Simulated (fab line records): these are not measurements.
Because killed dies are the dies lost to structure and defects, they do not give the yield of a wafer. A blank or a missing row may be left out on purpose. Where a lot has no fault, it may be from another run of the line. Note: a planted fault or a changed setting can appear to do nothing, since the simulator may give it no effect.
fab line records ; flow n5Finfet
[record] lots = 4; wafers = 12; lastDay = 17
route steps=1938 shown BEOL_M6@1254 BEOL_M7@1263
lots with no fault: from the same line, run without faults
startH: hours from the record's first day to the start of the lot's first wafer shown ; waitH: hours elapsed since this lot's preceding step ; " identical to the entry in the row above ; L1.1+2: several wafers, shown together as one row ; - either no value or no given start ; * or withheld: withheld ; < > ~ a bound
route shown NAME@n: NAME is a module with steps in the file, n the number in the route of the first one ; usual: average and standard deviation across the fault-free wafers ; same: alike in all rows ; chamber/n: place in a boat ; sites: per-site readings ; _std_site: how widely they spread, as a standard deviation ; _edge_site: mean of outer sites minus mean of inner sites ; radiusMm: for every site, how far away it sits from the centre of the wafer ; mask NAME#n: copy n ; behind: tool/chamber where the wafer was last shaped ; hold: reason for holding the lot/hours on hold/outcome of the hold ; device: transistor that didn't switch, given as n, p or np ; end of line: tests run on the same wafers once the route is complete ; for a step that has no rows: nothing shown but its recipe ; killed: at the first sort, the dies lost to defects and structure; wafer yield is something else ; map: a wafer's dies, marking killed ones x, the rest . and places with no die _
set.NAME: the setting that was run; set.NAME@STEP: the one run at that earlier step ; model.NAME: the simulator's own value behind a step, which no gauge read
a table for each step, a row for each wafer; lots at some steps of the route
services: a tool's chamber out of use, with start hour (startH, from the record's first day; less than 0 if before it), hours out, and reason
[[steps]]
[step N5_BEOL_M6_SPUTTER_48]
[recipe] material = Cu; targetThkA = 100; tempC = -20; biasV = 60; powerW = 26000; chamberPressurePa = 0.13; timeS = 1.667
[step N5_BEOL_M6_ECD_50]
[recipe] material = Cu; targetThkA = 3000
[step N5_BEOL_M6_ANNEAL_51]
[recipe] tempC = 225; timeS = 90; ambient = N2
[step N5_BEOL_M6_CMP_52]
[recipe] stopOn = SiCOH_lowk; tOverpolishS = 6.9; downForcePsi = 1; platenRpm = 50; clearingPlatenDownForcePsi = 1.5; clearingPlatenRpm = 50; postCmpClean = cuAlkaline; targetThkNm = 80; clearingPlatenPadVelocityMS = 0.99484; padVelocityMS = 0.99484
[step N5_BEOL_M6_PRE_CLEAN_55]
[recipe] gas = NH3; timeS = 15; tempC = withheld; rfPowerW = 300
[step N5_BEOL_M6_DEP_56]
[recipe] material = SiCN; targetThkA = 100; tempC = withheld; precursor = 3MS/NH3; pressureTorr = 3; rfW = 202; timeS = 17.5
[step N5_BEOL_M7_ILD_DEP_00]
[recipe] material = SiCOH_lowk; targetThkA = 1797.5; tempC = 300; precursor = DEMS/porogen; pressureTorr = 5; rfW = 500; timeS = 33.4
[step N5_BEOL_M7_CURE_74]
[recipe] tempC = 385; timeS = 240; ambient = He/Ar; material = SiCOH_lowk
[step N5_BEOL_M7_PECVD_70]
[recipe] material = SiO2; targetThkA = 200; tempC = 400; precursor = TEOS/O2; pressureTorr = 5.5; rfW = 450; teosFlowSccm = 53.8; gas = O2; flowSccm = 3000; timeS = 22.7
[usual] heaterPowerW = 737/110; showerheadPlenumPTorr = 8.77/0.074; showerheadVppV = 1314/89; susceptorTempC = 400.02/0.2; throttleValvePct = 22.2/0.65
lot.wafer;tool;chamber;startH;waitH;heaterPowerW;showerheadPlenumPTorr;showerheadVppV;susceptorTempC;throttleValvePct;model.SiO2_of_BEOL_M7_PECVD_70.thkNm
L559.2;pecvd-04;1;246.15;0.0;836;8.67;1320;399.58;21.3;20.2
L559.3;pecvd-04;2;246.15;0.0;694;8.80;1272;400.02;21.7;20
L559.6;pecvd-04;0;246.15;0.0;900;8.86;1292;400.04;22.6;20.8
L562.1;pecvd-04;0;273.02;0.0;973;8.85;1299;410.94;22.7;18.6
L562.2;pecvd-04;1;273.02;0.0;833;8.70;1326;399.69;21.3;19.4
L562.4;pecvd-04;1;273.02;0.0;841;8.68;1321;399.68;21.4;20.2
L564.1;pecvd-04;0;275.64;0.0;1003;8.86;1323;410.86;22.8;18.6
L564.4;pecvd-04;0;275.64;0.0;1010;8.88;1297;410.55;22.8;19.2
L564.6;pecvd-04;1;275.64;0.0;851;8.67;1337;399.93;21.6;20.2
L569.3;pecvd-02;2;306.23;0.0;689;8.84;1188;400.09;21.9;19.8
L569.4;pecvd-02;0;306.23;0.0;597;8.82;1407;400.01;22.0;19.8
L569.5;pecvd-02;2;306.23;0.0;690;8.82;1180;400.06;22.1;20.2
[step N5_BEOL_M7_HM_DEP_02]
[recipe] material = TiN; targetThkA = 200; tempC = 25; chamberPressurePa = 0.49996
[step N5_BEOL_M7_COAT_59]
[recipe] resist = SOC; tempC = 250; timeS = 60; spinRpm = 1500; resistThkNm = 100
[step N5_BEOL_M7_COAT_60]
[recipe] resist = SiARC; tempC = 220; timeS = 60; spinRpm = 1500; resistThkNm = 35
[step N5_BEOL_M7_COAT_05]
[recipe] resist = CAR-ArF; spinRpm = 1500; resistThkNm = 90
[step N5_BEOL_M7_EBR_07]
[recipe] solvent = PGMEA; ebrWidthMm = 1.5
[step N5_BEOL_M7_SOFTBAKE_06]
[recipe] tempC = 110; timeS = 60; resist = CAR-ArF
[step N5_BEOL_M7_EXPOSE_08]
[recipe] maskId = M7; na = 1.35; sourceShape = dipole; sigmaInner = 0.817; sigmaOuter = 0.97; polarization = te; doseMj = 68.25
[step N5_BEOL_M7_PEB_09]
[recipe] pebTempC = withheld; pebTimeS = 60; resist = CAR-ArF
[step N5_BEOL_M7_DEVELOP_10]
[recipe] developTimeS = 30; developer = TMAH; resist = CAR-ArF; rinseLiquid = diw; dry = airSpin; devTempC = 23
[step N5_BEOL_M7_DESCUM_16]
[recipe] chemistry = O2; timeS = 7.9; sourcePowerW = 50; biasPowerW = 20; pressureMtorr = 20; rfFrequencyHz = 2.712e+07; tempC = 40; resist = CAR-ArF; o2FlowSccm = 225
[step N5_BEOL_M7_ETCH_61]
[recipe] chemistry = CF4; target = SiARC; targetDepthA = 455; maskMaterial = CAR-ArF; timeS = 75.8; ionEnergyEv = 80; pressureMtorr = 40; sourceW = 545; biasW = 36; Ar_flow_sccm = 100; cf4FlowSccm = 100; ends = cleared
[step N5_BEOL_M7_ETCH_62]
[recipe] chemistry = N2/H2; target = SOC; targetDepthA = 1100; overetchA = 220; maskMaterial = SiARC; tempC = 40; timeS = 165; ionEnergyEv = 200; pressureMtorr = 30; sourceW = 840; biasW = 150; n2FlowSccm = 200; h2FlowSccm = 200
[step N5_BEOL_M7_STRIP_68]
[recipe] chemistry = N2/H2; tempC = 40; n2FlowSccm = 200; h2FlowSccm = 200; rfFrequencyHz = 6e+07
[step N5_BEOL_M7_STRIP_67]
[recipe] chemistry = CF4; resist = SiARC; powerW = 300; biasPowerW = 75; pressureMtorr = 50; cf4FlowSccm = 150; rfFrequencyHz = 6e+07
[step N5_BEOL_M7_HM_OPEN_17]
[recipe] chemistry = Cl2/BCl3; targetDepthA = 200; overetchA = 60; target = TiN; maskMaterial = SOC; ionEnergyEv = 150; pressureMtorr = 10; icpW = 1000; biasW = 126; Cl2_flow_sccm = 53.25; bcl3FlowSccm = 21.75; Ar_flow_sccm = 25
[step N5_BEOL_M7_STRIP_19]
[recipe] chemistry = O2; powerW = 400; tempC = 40; pressureMtorr = 30; rfFrequencyHz = 6e+07; biasPowerW = 0; overashFraction = 0.2; o2FlowSccm = 225
[step N5_BEOL_M7_COAT_63]
[recipe] resist = SOC; tempC = 250; timeS = 60; spinRpm = 1500; resistThkNm = 60
[step N5_BEOL_M7_COAT_64]
[recipe] resist = SiARC; tempC = 220; timeS = 60; spinRpm = 1500; resistThkNm = 12
[step N5_BEOL_M7_COAT_71]
[recipe] resist = underlayer; tempC = 205; timeS = 60; spinRpm = 1500; resistThkNm = 5
[step N5_BEOL_M7_COAT_22]
[recipe] resist = CAR-EUV; spinRpm = 1500; resistThkNm = 30
[step N5_BEOL_M7_EBR_24]
[recipe] solvent = PGMEA; ebrWidthMm = 1.5
[step N5_BEOL_M7_SOFTBAKE_23]
[recipe] tempC = 110; timeS = 60; resist = CAR-EUV
[step N5_BEOL_M7_EXPOSE_25]
[recipe] maskId = V6; na = 0.33; sourceShape = annular; sigmaInner = 0.4; sigmaOuter = 0.8; polarization = unpolarized; targetCdNm = 40; doseMj = 42.5
[step N5_BEOL_M7_PEB_26]
[recipe] pebTempC = 100; pebTimeS = 60; resist = CAR-EUV
[step N5_BEOL_M7_DEVELOP_27]
[recipe] developTimeS = 30; developer = TMAH; resist = CAR-EUV; rinseLiquid = surfactantRinse; dry = airSpin; devTempC = 23
[step N5_BEOL_M7_HM_STRIP_39]
[recipe] chemistry = peroxideTinStrip; material = TiN; targetDepthA = 250; tempC = 50; timeS = 158
lot.wafer;tool;chamber;startH;waitH;model.SiO2_of_BEOL_M7_PECVD_70.thkNm
L559.2;wetBench-02;2;250.52;0.0;20
L559.3;wetBench-02;7;250.52;0.0;19.8
L559.6;wetBench-02;0;250.52;0.0;20.6
L562.1;wetBench-02;7;278.58;0.0;18.4
L562.2;wetBench-02;0;278.58;0.0;19.4
L562.4;wetBench-02;6;278.58;0.0;20
L564.1;wetBench-06;5;278.98;0.0;18.4
L564.4;wetBench-06;7;278.98;0.0;19.2
L564.6;wetBench-06;0;278.98;0.0;20
L569.3;wetBench-06;6;310.66;0.0;19.6
L569.4;wetBench-06;0;310.66;0.0;19.8
L569.5;wetBench-06;7;310.66;0.0;20
[[services]]
tool;chamber;startH;hours;kind
pecvd-02;1;295.80;5.9;repair
pecvd-04;0;308.86;2.1;scheduledDown
[[key]]
[firstSign] step = N5_BEOL_M7_PECVD_70; reading = susceptorTempC; direction = up; sigmas = 53; usual = *; struck = *
effect none on later readings
[modelEffect] step = N5_BEOL_M7_PECVD_70; value = SiO2_of_BEOL_M7_PECVD_70.thkNm; without = 20.27; struck = 18.8
[modelEffect] step = N5_BEOL_M7_HM_STRIP_39; value = SiO2_of_BEOL_M7_PECVD_70.thkNm; without = 20.13; struck = 18.67
metAt N5_BEOL_M7_PECVD_70
struckWafers L562.1,L564.1,L564.4
onsetBetween 246.15 273.02
[fault] kind = processParameterDrift; tool = pecvd-04; chamber = 0; onsetH = 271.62; steps = N5_BEOL_M7_PECVD_70; channel = tempC; offset = *; shape = step; endH = 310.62; actsIn = *; stated = *
